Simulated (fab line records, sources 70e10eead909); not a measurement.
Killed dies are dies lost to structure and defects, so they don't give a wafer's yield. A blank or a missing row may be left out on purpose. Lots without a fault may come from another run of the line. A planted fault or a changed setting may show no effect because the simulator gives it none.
fab line records | flow nand_harc
record lots=14 wafers=42 last_day=33
route steps=1302 shown P_GATE@189 P_CONTACT@219 END@1302
lots that met no fault: from a run of the same line without faults
start_h: hours from the record's first day to the start of the lot's first wafer shown | wait_h: hours since the lot's step before | " the same as in the row above | L1.1+2: a row that stands for several wafers | - no value, or no start given | * or withheld: withheld | < > ~ a bound
route shown NAME@n: a module of which the file shows steps, and the number in the route of the first | usual: mean/standard deviation of fault-free wafers | same: alike in all rows | chamber/n: place in a boat | sites: the reading at each site | _std_site: their standard deviation | _edge_site: outer sites' mean less inner sites' | radius_mm: how far each site lies from the wafer's centre | mask NAME#n: copy n | behind: the tool/chamber that last shaped the wafer | hold: why the lot was held/for how many hours/how that ended | device: the transistor (n, p or np) that didn't switch | end of line: the same wafers' tests at the end of the route | a step without rows: its recipe alone | killed: dies lost to structure and defects at the first sort, not the wafer's yield | map: a wafer's dies, x killed, . not, _ none there
set.NAME: the setting as run; set.NAME@STEP: as run at that earlier step | model.NAME: the simulator's own value behind a step, which no gauge read
steps of the route over a sample of lots; a table a step, a row a wafer
services: from which hour (start_h, from the record's first day; less than 0 if before it) a tool's chamber was out of use, for how many hours, and why
## steps
# step NHARC_P_GATE_STRIP_112
# recipe power_w=1500 temp_c=110 time_s=200 chemistry=N2/H2
# usual drypump_motor_current_A=5.9/0.42 heater_power_w=93/9.3
# columns lot.wafer tool chamber start_h wait_h drypump_motor_current_A heater_power_w rf_hours_counter_h
L258.2 plasma_asher-01 0 116.72 0.2 6.4 78 24
L258.3 " 1 " " 5.2 92 -
L258.6 " 0 " " 6.4 75 -
L259.2 plasma_asher-02 1 124.18 0.2 5.7 90 9
L259.3 " 1 " " 5.7 92 -
L259.5 " 1 " " 5.7 91 -
L261.2 plasma_asher-01 0 146.25 0.2 6.4 77 30
L261.4 " 0 " " 6.4 78 -
L261.5 " 1 " " 5.2 91 -
L262.2 plasma_asher-01 1 160.50 0.2 5.2 93 33
L262.6 " 0 " " 6.4 77 -
L262.5 " 1 " " 5.2 96 -
L263.3 plasma_asher-02 1 160.93 0.2 5.7 93 -
L263.6 " 1 " " 5.7 91 -
L263.5 " 0 " " 6.2 101 -
L269.2 plasma_asher-01 0 222.19 0.2 6.4 81 9
L269.5 " 0 " " 6.4 79 -
L269.6 " 1 " " 5.2 86 -
L272.1 plasma_asher-01 0 257.61 0.2 6.4 80 18
L272.4 " 1 " " 5.2 89 -
L272.6 " 0 " " 6.4 80 -
L273.2 plasma_asher-02 0 258.12 0.2 6.2 106 0
L273.1 " 1 " " 5.7 91 0
L273.5 " 0 " " 6.2 104 -
L275.1 plasma_asher-01 0 280.69 0.2 6.4 80 23
L275.3 " 1 " " 5.2 86 -
L275.6 " 1 " " 5.2 89 -
L276.1 plasma_asher-02 1 297.58 0.2 5.7 91 7
L276.4 " 0 " " 6.2 103 -
L276.6 " 0 " " 6.2 104 -
L277.1 plasma_asher-02 1 303.02 0.2 5.7 93 9
L277.2 " 0 " " 6.2 106 9
L277.6 " 1 " " 5.8 88 -
L278.2 plasma_asher-02 1 309.96 0.2 5.7 92 10
L278.1 " 0 " " 6.2 106 10
L278.6 " 0 " " 6.2 106 -
L280.2 plasma_asher-02 1 333.70 0.2 5.7 89 15
L280.4 " 0 " " 6.2 103 -
L280.3 " 1 " " 5.7 90 -
L281.1 plasma_asher-02 1 344.79 0.2 5.7 89 16
L281.3 " 0 " " 6.2 102 -
L281.6 " 1 " " 5.7 91 -
# step NHARC_P_CONTACT_CMP_01
# recipe target_thk_nm=200 material=SiO2
# usual edge_zone_pressure_frac=1.000/0.0058 motor_current_A=12.0/1.3
# columns lot.wafer tool chamber start_h wait_h edge_zone_pressure_frac motor_current_A
L258.3 cmp-03 3 121.74 - 0.998 12.4
L258.2 " 1 " " 0.998 13.8
L258.6 " 3 " " 0.999 12.1
L259.2 cmp-04 2 129.16 - 1.002 10.2
L259.3 " 3 " " 0.996 11.9
L259.5 " 3 " " 1.008 11.6
L261.4 cmp-01 0 151.32 - 1.004 14.0
L261.2 " 1 " " 0.997 10.5
L261.5 " 3 " " 1.001 11.4
L262.2 cmp-01 1 165.48 - - -
L262.6 " 1 " " - -
L262.5 " 2 " " - -
L263.3 cmp-04 1 166.16 0.4 - -
L263.6 " 1 " " - -
L263.5 " 2 " " - -
L269.2 cmp-03 3 227.31 - 1.010 12.6
L269.5 " 2 " " 0.998 11.0
L269.6 " 3 " " 1.010 12.5
L272.1 cmp-01 2 262.56 - 0.994 13.0
L272.4 " 3 " " 0.992 11.4
L272.6 " 0 " " 1.008 14.1
L273.2 cmp-04 2 263.24 - 0.998 11.0
L273.1 " 3 " " 1.002 12.2
L273.5 " 0 " " 0.998 10.0
L275.1 cmp-04 2 285.73 - 1.004 10.6
L275.3 " 0 " " 1.006 10.7
L275.6 " 2 " " 1.009 10.1
L276.1 cmp-01 1 302.58 - 0.993 10.3
L276.4 " 2 " " 1.000 12.9
L276.6 " 1 " " 0.990 10.2
L277.1 cmp-03 1 308.09 - 1.004 14.8
L277.2 " 2 " " 1.011 11.0
L277.6 " 1 " " 1.007 13.5
L278.2 cmp-04 3 315.02 - 0.989 12.6
L278.1 " 1 " " 1.006 11.3
L278.6 " 2 " " 1.001 10.9
L280.2 cmp-01 0 339.05 - 0.989 14.8
L280.3 " 1 " " 0.993 10.4
L280.4 " 2 " " 0.998 13.2
L281.3 cmp-03 3 350.18 - 1.000 12.3
L281.1 " 0 " " 1.005 12.5
L281.6 " 2 " " 0.995 11.1
# step NHARC_P_CONTACT_CD_MEAS_12
# recipe target_cd_nm=90 landing_energy_ev=500
# usual cd_nm=90.0/0.53
# columns lot.wafer tool chamber start_h wait_h cd_nm
L258.2 cd_sem-03 0 122.55 - 89.3
L258.3 " 0 " " 89.5
L258.6 " 0 " " 89.2
L259.2 cd_sem-01 0 129.86 - 90.5
L259.3 " 0 " " 90.2
L259.5 " 0 " " 90.3
L261.2 cd_sem-03 0 152.10 - 90.2
L261.4 " 0 " " 90.1
L261.5 " 0 " " 90.1
L269.2 cd_sem-01 0 228.11 - 89.5
L269.5 " 0 " " 90.2
L269.6 " 0 " " 89.6
L272.1 cd_sem-02 0 263.21 - 90.7
L272.4 " 0 " " 90.8
L272.6 " 0 " " 91.1
L273.1 cd_sem-02 0 264.02 - 89.4
L273.2 " 0 " " 89.8
L273.5 " 0 " " 90.1
L275.1 cd_sem-01 0 286.55 - 90.3
L275.3 " 0 " " 89.9
L275.6 " 0 " " 90.1
L276.1 cd_sem-02 0 303.39 - 90.7
L276.4 " 0 " " 90.1
L276.6 " 0 " " 90.5
L277.1 cd_sem-02 0 308.89 - 89.4
L277.2 " 0 " " 90.1
L277.6 " 0 " " 90.1
L278.1 cd_sem-01 0 315.82 - 90.4
L278.2 " 0 " " 90.5
L278.6 " 0 " " 90.9
L280.2 cd_sem-01 0 339.86 - 88.7
L280.3 " 0 " " 89.3
L280.4 " 0 " " 89.6
L281.1 cd_sem-01 0 350.84 - 90.2
L281.3 " 0 " " 90.3
L281.6 " 0 " " 90.8
# step NHARC_P_CONTACT_OVL_MEAS_13
# usual overlay_x_nm=0.0/0.98 overlay_y_nm=-0.2/0.77
# columns lot.wafer tool chamber start_h wait_h overlay_x_nm overlay_y_nm
L258.2 overlay-02 - 122.63 - -1.1 0.2
L258.3 " - " " -1.2 0.3
L258.6 " - " " -1.0 0.2
L259.2 overlay-02 - 129.94 - 1.0 -0.3
L259.3 " - " " 0.6 -0.6
L259.5 " - " " 0.7 -0.6
L261.2 overlay-02 - 152.18 - 0.9 0.8
L261.4 " - " " 1.4 1.1
L261.5 " - " " 1.2 0.9
L269.2 overlay-02 - 228.20 - -0.2 -1.0
L269.5 " - " " 0.2 -1.2
L269.6 " - " " -0.2 -0.6
L272.1 overlay-02 - 263.30 - -0.5 -2.4
L272.4 " - " " -1.1 -2.6
L272.6 " - " " -1.4 -1.9
L273.1 overlay-01 - 264.11 - 2.0 0.4
L273.2 " - " " 1.9 0.1
L273.5 " - " " 1.8 0.2
L275.1 overlay-02 - 286.64 - 1.1 -0.4
L275.3 " - " " 0.8 -0.1
L275.6 " - " " 0.7 0.4
L276.1 overlay-01 - 303.47 - 0.1 0.0
L276.4 " - " " -0.5 0.5
L276.6 " - " " -0.3 0.3
L277.1 overlay-01 - 308.98 - -0.6 -0.5
L277.2 " - " " -0.9 -0.1
L277.6 " - " " -0.6 -0.2
L278.1 overlay-02 - 315.92 - -1.0 0.1
L278.2 " - " " -1.4 0.6
L278.6 " - " " -1.5 -0.1
L280.2 overlay-01 - 339.94 - -0.5 0.0
L280.3 " - " " -0.9 0.0
L280.4 " - " " -1.3 0.0
L281.1 overlay-01 - 350.92 - 0.9 0.7
L281.3 " - " " 0.6 0.6
L281.6 " - " " 0.6 0.7
# step NHARC_END_SORT_01
# recipe temp_c=25
# usual defect_limited_yield=90/3.3 killed_at_array=61/22 killed_at_other=0.8/1 killed_at_periphery=3.8/2.3 killed_dies=66/22 killed_open=3.2/1.9 killed_short=2.8/1.8
# same gross_dies=677
# columns lot.wafer tool chamber start_h wait_h defect_limited_yield[%] killed_at_array killed_at_other killed_at_periphery killed_dies killed_open killed_short
L258.2 prober-01 0 582.82 2.8 96 23 1 3 27 4 6
L258.3 prober-01 0 583.62 3.1 96 22 0 2 24 1 5
L258.6 prober-01 0 586.04 4.0 97 20 1 1 22 2 2
L261.2 prober-02 0 582.89 2.8 86 93 0 4 97 3 1
L261.4 prober-02 0 584.48 3.4 89 70 0 5 75 1 2
L261.5 prober-02 0 585.28 3.7 86 87 0 6 93 3 1
L259.2 prober-01 0 590.65 2.8 94 40 0 3 43 3 3
L259.3 prober-01 0 591.45 3.1 93 44 1 3 48 3 0
L259.5 prober-01 0 593.07 3.7 91 57 1 6 64 6 2
L269.2 prober-01 0 670.95 2.8 86 86 1 9 96 2 1
L269.5 prober-01 0 673.32 3.7 86 90 0 6 96 3 5
L269.6 prober-01 0 674.11 3.9 86 91 0 5 96 4 2
L273.1 prober-01 0 696.38 2.5 90 54 2 10 66 2 4
L273.2 prober-01 0 697.17 2.8 93 41 1 7 49 1 1
L273.5 prober-01 0 699.56 3.7 90 57 1 8 66 3 0
L272.1 prober-02 0 704.14 2.5 92 48 2 6 56 1 2
L272.4 prober-02 0 706.55 3.4 90 64 0 2 66 5 1
L272.6 prober-02 0 708.16 4.0 94 32 3 4 39 6 2
L276.1 prober-02 0 742.60 2.5 96 28 0 2 30 1 1
L276.4 prober-02 0 744.97 3.4 94 28 4 7 39 3 1
L276.6 prober-02 0 746.54 3.9 95 28 0 3 31 3 3
L275.1 prober-01 0 742.65 2.5 89 70 3 3 76 1 3
L275.3 prober-01 0 744.24 3.1 87 87 0 2 89 3 2
L275.6 prober-01 0 746.62 4.0 86 94 2 2 98 3 0
L277.1 prober-02 0 750.34 2.5 90 66 0 2 68 4 1
L277.2 prober-02 0 751.15 2.8 87 82 1 2 85 4 5
L277.6 prober-02 0 754.37 4.0 91 58 0 5 63 1 2
L278.1 prober-01 0 752.42 2.5 90 64 1 2 67 3 3
L278.2 prober-01 0 753.23 2.8 94 38 1 3 42 3 0
L278.6 prober-01 0 756.47 4.0 91 53 0 5 58 2 1
L281.1 prober-01 0 798.72 2.5 94 37 1 4 42 5 5
L281.3 prober-01 0 800.33 3.1 92 40 3 8 51 5 7
L281.6 prober-01 0 802.74 4.0 93 42 1 5 48 4 4
L280.2 prober-02 0 799.53 2.8 93 49 0 1 50 3 4
L280.3 prober-02 0 800.32 3.1 93 42 0 6 48 6 2
L280.4 prober-02 0 801.11 3.4 93 44 1 1 46 2 4
# killed by level:class
L258.2 A_CHANNEL_HOLE_D2:chamber_film_flake=5 A_STAIRCASE:chamber_film_flake=4 A_CHANNEL_FILL_D1:geometric_particle:short=2 A_CONTACT:chamber_film_flake=2 A_M1:chamber_film_flake=2 P_GATE:geometric_particle:short=1 P_M1:geometric_particle:open=1 A_ONON_D1:geometric_particle:open=1
L261.2 A_CHANNEL_HOLE_D2:chamber_film_flake=39 A_CHANNEL_HOLE_D1:chamber_film_flake=37 A_STAIRCASE:chamber_film_flake=9 P_GATE:chamber_film_flake=2 A_DECK1_JOINT:chamber_film_flake=2 A_ONON_D2:geometric_particle:open=1 A_CHANNEL_HOLE_D2:geometric_particle:open=1 A_M0:geometric_particle:open=1
L258.3 A_CHANNEL_HOLE_D2:chamber_film_flake=5 A_STAIRCASE:chamber_film_flake=4 A_CONTACT:chamber_film_flake=4 A_WL_FILL:chamber_film_flake=2 A_CHANNEL_FILL_D1:geometric_particle:short=1 A_DECK1_JOINT:geometric_particle:short=1 A_DECK1_JOINT:geometric_particle:open=1 A_ONON_D2:geometric_particle:short=1
L261.4 A_CHANNEL_HOLE_D1:chamber_film_flake=30 A_CHANNEL_HOLE_D2:chamber_film_flake=23 A_STAIRCASE:chamber_film_flake=6 P_GATE:chamber_film_flake=4 A_SLIT:chamber_film_flake=3 A_CONTACT:unspecified=2 A_ONON_D1:geometric_particle:open=1 A_CHANNEL_FILL_D1:geometric_particle:short=1
L261.5 A_CHANNEL_HOLE_D2:chamber_film_flake=41 A_CHANNEL_HOLE_D1:chamber_film_flake=30 P_GATE:chamber_film_flake=5 A_STAIRCASE:chamber_film_flake=5 A_CONTACT:chamber_film_flake=4 A_SLIT:chamber_film_flake=2 A_SOURCE_PLATE:geometric_particle:open=1 A_DECK1_JOINT:geometric_particle:open=1
L258.6 A_STAIRCASE:chamber_film_flake=5 A_CONTACT:chamber_film_flake=4 A_CHANNEL_HOLE_D1:chamber_film_flake=2 A_CHANNEL_HOLE_D2:chamber_film_flake=2 A_WL_FILL:chamber_film_flake=2 A_M1:chamber_film_flake=2 A_ONON_D1:geometric_particle:open=1 A_WL_FILL:geometric_particle:short=1
L259.2 A_SLIT:chamber_film_flake=24 A_CHANNEL_HOLE_D2:chamber_film_flake=6 A_M0:geometric_particle:open=3 A_CONTACT:chamber_film_flake=2 A_CHANNEL_FILL_D1:geometric_particle:short=1 A_SGD_CUT:geometric_particle:short=1 A_WL_FILL:geometric_particle:short=1 P_STI:chamber_film_flake=1
L259.3 A_SLIT:chamber_film_flake=28 A_CHANNEL_HOLE_D2:chamber_film_flake=6 A_CONTACT:chamber_film_flake=4 P_GATE:chamber_film_flake=2 P_GATE:geometric_particle:open=1 A_BLC:geometric_particle:open=1 A_M0:geometric_particle:open=1 A_CHANNEL_HOLE_D1:chamber_film_flake=1
L259.5 A_SLIT:chamber_film_flake=34 A_CHANNEL_HOLE_D2:chamber_film_flake=8 A_ONON_D1:geometric_particle:open=2 P_ZERO_WELL:chamber_film_flake=2 A_DECK1_JOINT:chamber_film_flake=2 A_STAIRCASE:chamber_film_flake=2 P_M0:geometric_particle:open=1 A_ONON_D2:geometric_particle:open=1
L269.2 A_CHANNEL_HOLE_D1:chamber_film_flake=35 A_SLIT:chamber_film_flake=29 A_CHANNEL_HOLE_D2:chamber_film_flake=15 P_CONTACT:chamber_film_flake=8 A_WL_FILL:geometric_particle:open=1 A_CONTACT:geometric_particle:open=1 A_M0:geometric_particle:short=1 P_ZERO_WELL:chamber_film_flake=1
L269.5 A_CHANNEL_HOLE_D1:chamber_film_flake=39 A_SLIT:chamber_film_flake=33 A_CHANNEL_HOLE_D2:chamber_film_flake=8 P_CONTACT:chamber_film_flake=4 A_ONON_D2:geometric_particle:short=3 P_CONTACT:geometric_particle:open=2 A_CHANNEL_FILL_D1:chamber_film_flake=2 A_CHANNEL_FILL_D1:geometric_particle:open=1
L269.6 A_CHANNEL_HOLE_D1:chamber_film_flake=41 A_SLIT:chamber_film_flake=22 A_CHANNEL_HOLE_D2:chamber_film_flake=21 P_CONTACT:chamber_film_flake=3 A_ZERO_WELL:chamber_film_flake=2 P_CONTACT:geometric_particle:open=1 P_M0:geometric_particle:open=1 A_ONON_D1:geometric_particle:short=1
L273.1 A_CHANNEL_HOLE_D1:chamber_film_flake=38 P_CONTACT:chamber_film_flake=5 A_SLIT:chamber_film_flake=4 A_WL_FILL:chamber_film_flake=3 P_GATE:chamber_film_flake=2 A_ONON_D1:geometric_particle:short=2 A_STAIRCASE:chamber_film_flake=2 THIN_TSV:chamber_film_flake=2
L273.2 A_CHANNEL_HOLE_D1:chamber_film_flake=31 P_CONTACT:chamber_film_flake=3 A_WL_FILL:chamber_film_flake=3 P_ZERO_WELL:chamber_film_flake=2 A_SLIT:chamber_film_flake=2 A_BLC:chamber_film_flake=2 A_ONON_D1:geometric_particle:short=1 A_ONON_D2:geometric_particle:open=1
L273.5 A_CHANNEL_HOLE_D1:chamber_film_flake=44 A_BLC:chamber_film_flake=4 A_SLIT:chamber_film_flake=3 P_ZERO_WELL:chamber_film_flake=2 P_GATE:chamber_film_flake=2 P_CONTACT:chamber_film_flake=2 A_CONTACT:chamber_film_flake=2 P_GATE:geometric_particle:open=1
L272.1 A_SLIT:chamber_film_flake=37 A_CHANNEL_HOLE_D2:chamber_film_flake=6 P_ZERO_WELL:chamber_film_flake=3 A_STAIRCASE:chamber_film_flake=2 THIN_TSV:chamber_film_flake=2 P_GATE:geometric_particle:open=1 P_M0:geometric_particle:short=1 A_ONON_D1:geometric_particle:short=1
L272.4 A_SLIT:chamber_film_flake=32 A_CHANNEL_HOLE_D1:chamber_film_flake=10 A_CHANNEL_HOLE_D2:chamber_film_flake=8 A_STAIRCASE:chamber_film_flake=7 A_WL_FILL:geometric_particle:open=2 A_CHANNEL_FILL_D1:chamber_film_flake=2 P_CONTACT:geometric_particle:open=1 A_DECK1_JOINT:geometric_particle:short=1
L272.6 A_SLIT:chamber_film_flake=15 A_CHANNEL_HOLE_D2:chamber_film_flake=6 A_CHANNEL_HOLE_D1:chamber_film_flake=4 THIN_TSV:chamber_film_flake=3 P_CONTACT:geometric_particle:open=2 A_STAIRCASE:chamber_film_flake=2 P_GATE:geometric_particle:open=1 P_M0:geometric_particle:open=1
L276.1 A_CHANNEL_HOLE_D1:chamber_film_flake=10 A_CONTACT:chamber_film_flake=9 A_SLIT:chamber_film_flake=5 P_M2:chamber_film_flake=2 A_CHANNEL_HOLE_D1:geometric_particle:open=1 A_SGD_CUT:geometric_particle:short=1 A_STAIRCASE:chamber_film_flake=1 A_WL_FILL:chamber_film_flake=1
L275.1 A_CHANNEL_HOLE_D1:chamber_film_flake=34 A_SLIT:chamber_film_flake=12 A_CHANNEL_HOLE_D2:chamber_film_flake=11 A_CONTACT:chamber_film_flake=6 A_WL_FILL:chamber_film_flake=3 P_ZERO_WELL:chamber_film_flake=2 THIN_TSV:chamber_film_flake=2 P_M0:geometric_particle:open=1
L275.3 A_SLIT:chamber_film_flake=29 A_CHANNEL_HOLE_D1:chamber_film_flake=27 A_CHANNEL_HOLE_D2:chamber_film_flake=14 A_STAIRCASE:chamber_film_flake=6 A_CONTACT:chamber_film_flake=5 P_CONTACT:geometric_particle:open=1 A_CHANNEL_FILL_D1:geometric_particle:short=1 A_CHANNEL_FILL_D2:geometric_particle:open=1
L276.4 A_CONTACT:chamber_film_flake=10 A_CHANNEL_HOLE_D1:chamber_film_flake=8 A_SLIT:chamber_film_flake=8 THIN_TSV:chamber_film_flake=4 P_M2:chamber_film_flake=3 P_CONTACT:geometric_particle:open=2 P_M0:geometric_particle:short=1 A_CONTACT:geometric_particle:open=1
L276.6 A_CHANNEL_HOLE_D1:chamber_film_flake=8 A_CONTACT:chamber_film_flake=7 A_SLIT:chamber_film_flake=4 P_M2:chamber_film_flake=3 A_CHANNEL_FILL_D2:geometric_particle:short=2 A_M0:geometric_particle:open=2 A_ONON_D1:geometric_particle:short=1 A_CHANNEL_FILL_D2:geometric_particle:open=1
L275.6 A_CHANNEL_HOLE_D1:chamber_film_flake=37 A_SLIT:chamber_film_flake=24 A_CHANNEL_HOLE_D2:chamber_film_flake=21 A_CONTACT:chamber_film_flake=4 A_STAIRCASE:chamber_film_flake=2 A_WL_FILL:chamber_film_flake=2 THIN_TSV:chamber_film_flake=2 P_CONTACT:geometric_particle:open=1
L277.1 A_CHANNEL_HOLE_D1:chamber_film_flake=32 A_CHANNEL_HOLE_D2:chamber_film_flake=17 A_SLIT:chamber_film_flake=4 A_WL_FILL:chamber_film_flake=4 A_STAIRCASE:chamber_film_flake=3 P_ZERO_WELL:chamber_film_flake=2 A_ONON_D1:geometric_particle:open=1 A_DECK1_JOINT:geometric_particle:short=1
L277.2 A_CHANNEL_HOLE_D1:chamber_film_flake=31 A_CHANNEL_HOLE_D2:chamber_film_flake=28 A_SLIT:chamber_film_flake=8 A_STAIRCASE:chamber_film_flake=4 A_CHANNEL_FILL_D1:geometric_particle:short=3 P_ZERO_WELL:chamber_film_flake=2 A_WL_FILL:chamber_film_flake=2 A_CHANNEL_FILL_D1:geometric_particle:open=1
L278.1 A_CHANNEL_HOLE_D2:chamber_film_flake=23 A_SLIT:chamber_film_flake=22 A_CHANNEL_HOLE_D1:chamber_film_flake=7 P_GATE:geometric_particle:open=2 A_ONON_D2:geometric_particle:short=2 A_CHANNEL_FILL_D1:chamber_film_flake=2 A_STAIRCASE:chamber_film_flake=2 A_CONTACT:chamber_film_flake=2
L278.2 A_CHANNEL_HOLE_D2:chamber_film_flake=14 A_SLIT:chamber_film_flake=10 A_CHANNEL_HOLE_D1:chamber_film_flake=4 A_CONTACT:chamber_film_flake=4 A_WL_FILL:chamber_film_flake=2 P_M0:geometric_particle:open=1 P_M2:geometric_particle:open=1 A_CHANNEL_HOLE_D1:geometric_particle:open=1
L277.6 A_CHANNEL_HOLE_D1:chamber_film_flake=29 A_CHANNEL_HOLE_D2:chamber_film_flake=17 A_STAIRCASE:chamber_film_flake=3 A_SLIT:chamber_film_flake=3 P_STI:chamber_film_flake=2 A_CONTACT:chamber_film_flake=2 P_STI:geometric_particle:short=1 P_CONTACT:geometric_particle:open=1
L278.6 A_SLIT:chamber_film_flake=20 A_CHANNEL_HOLE_D2:chamber_film_flake=15 A_CHANNEL_HOLE_D1:chamber_film_flake=10 A_CONTACT:chamber_film_flake=5 P_GATE:geometric_particle:open=1 A_SOURCE_PLATE:geometric_particle:open=1 A_CHANNEL_FILL_D2:geometric_particle:short=1 P_ZERO_WELL:chamber_film_flake=1
L281.1 A_CHANNEL_HOLE_D1:chamber_film_flake=10 A_SLIT:chamber_film_flake=10 A_CONTACT:chamber_film_flake=5 A_CHANNEL_HOLE_D2:chamber_film_flake=2 P_GATE:geometric_particle:open=1 P_GATE:geometric_particle:short=1 A_SOURCE_PLATE:geometric_particle:short=1 A_ONON_D1:geometric_particle:short=1
L280.2 A_SLIT:chamber_film_flake=17 A_CHANNEL_HOLE_D1:chamber_film_flake=14 A_CONTACT:chamber_film_flake=5 A_SGD_CUT:chamber_film_flake=4 A_DECK1_JOINT:geometric_particle:short=2 P_CONTACT:geometric_particle:open=1 A_CHANNEL_FILL_D1:geometric_particle:open=1 A_ONON_D2:geometric_particle:short=1
L280.3 A_SLIT:chamber_film_flake=17 A_CHANNEL_HOLE_D1:chamber_film_flake=11 P_STI:chamber_film_flake=3 A_SGD_CUT:chamber_film_flake=3 A_CHANNEL_FILL_D1:geometric_particle:open=2 A_CONTACT:chamber_film_flake=2 P_CONTACT:geometric_particle:open=1 P_M2:geometric_particle:short=1
L281.3 A_CHANNEL_HOLE_D1:chamber_film_flake=15 A_SLIT:chamber_film_flake=9 A_CONTACT:chamber_film_flake=7 P_GATE:chamber_film_flake=4 A_SOURCE_PLATE:geometric_particle:short=2 THIN_TSV:chamber_film_flake=2 P_GATE:geometric_particle:open=1 P_M0:geometric_particle:open=1
L280.4 A_SLIT:chamber_film_flake=22 A_CHANNEL_HOLE_D1:chamber_film_flake=14 A_CONTACT:chamber_film_flake=3 P_M1:geometric_particle:open=1 A_ONON_D1:geometric_particle:short=1 A_CHANNEL_FILL_D1:geometric_particle:short=1 A_CHANNEL_FILL_D2:geometric_particle:short=1 A_CHANNEL_FILL_D2:geometric_particle:open=1
L281.6 A_CHANNEL_HOLE_D1:chamber_film_flake=20 A_SLIT:chamber_film_flake=9 A_CONTACT:chamber_film_flake=7 A_ONON_D1:geometric_particle:short=3 P_CONTACT:geometric_particle:open=2 P_M2:geometric_particle:open=1 A_CHANNEL_FILL_D2:geometric_particle:short=1 A_SLIT:geometric_particle:open=1
## services
# columns tool chamber start_h hours kind
cmp-01 - 100.38 0.5 repair
cmp-04 - 111.00 4.0 pm
cmp-03 - 112.47 4.3 repair
cmp-01 - 154.51 0.8 repair
cmp-03 - 162.13 4.0 pm
plasma_asher-01 - 165.00 9.0 pm
cmp-03 - 171.06 1.3 repair
cmp-01 - 172.66 0.5 repair
cmp-01 - 185.50 4.0 pm
cmp-04 - 209.01 4.0 pm
cmp-03 - 214.21 4.0 repair
plasma_asher-02 - 222.32 1.9 repair
cmp-03 - 225.44 0.6 repair
cmp-04 - 231.42 3.1 repair
plasma_asher-02 - 249.00 9.0 pm
plasma_asher-02 0 249.00 9.0 vent_cycle
plasma_asher-02 1 249.00 9.0 vent_cycle
cmp-03 - 260.13 4.0 pm
plasma_asher-01 - 264.48 3.5 repair
cmp-03 - 279.43 0.4 repair
cmp-03 - 280.30 0.9 repair
cmp-01 - 283.50 4.0 pm
cmp-04 - 307.01 4.0 pm
plasma_asher-01 - 342.00 9.0 pm
## key
first_sign step=NHARC_P_CONTACT_CMP_01 reading=tool_record direction=missing
effect none on later readings
met_at NHARC_P_CONTACT_CMP_01
struck_lots L262,L263
scrapped_behind NHARC_P_CONTACT_THK_MEAS_02 L262.2,L262.5,L262.6,L263.3,L263.5,L263.6
not_acting_at NHARC_P_GATE_STRIP_112,NHARC_P_CONTACT_CD_MEAS_12,NHARC_P_CONTACT_OVL_MEAS_13
onset_between 151.32 165.48
fault kind=skipped_step_whole tool=cmp-01,cmp-04 chamber=- onset_h=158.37 steps=NHARC_P_CONTACT_CMP_01 scope=struck_lots_only
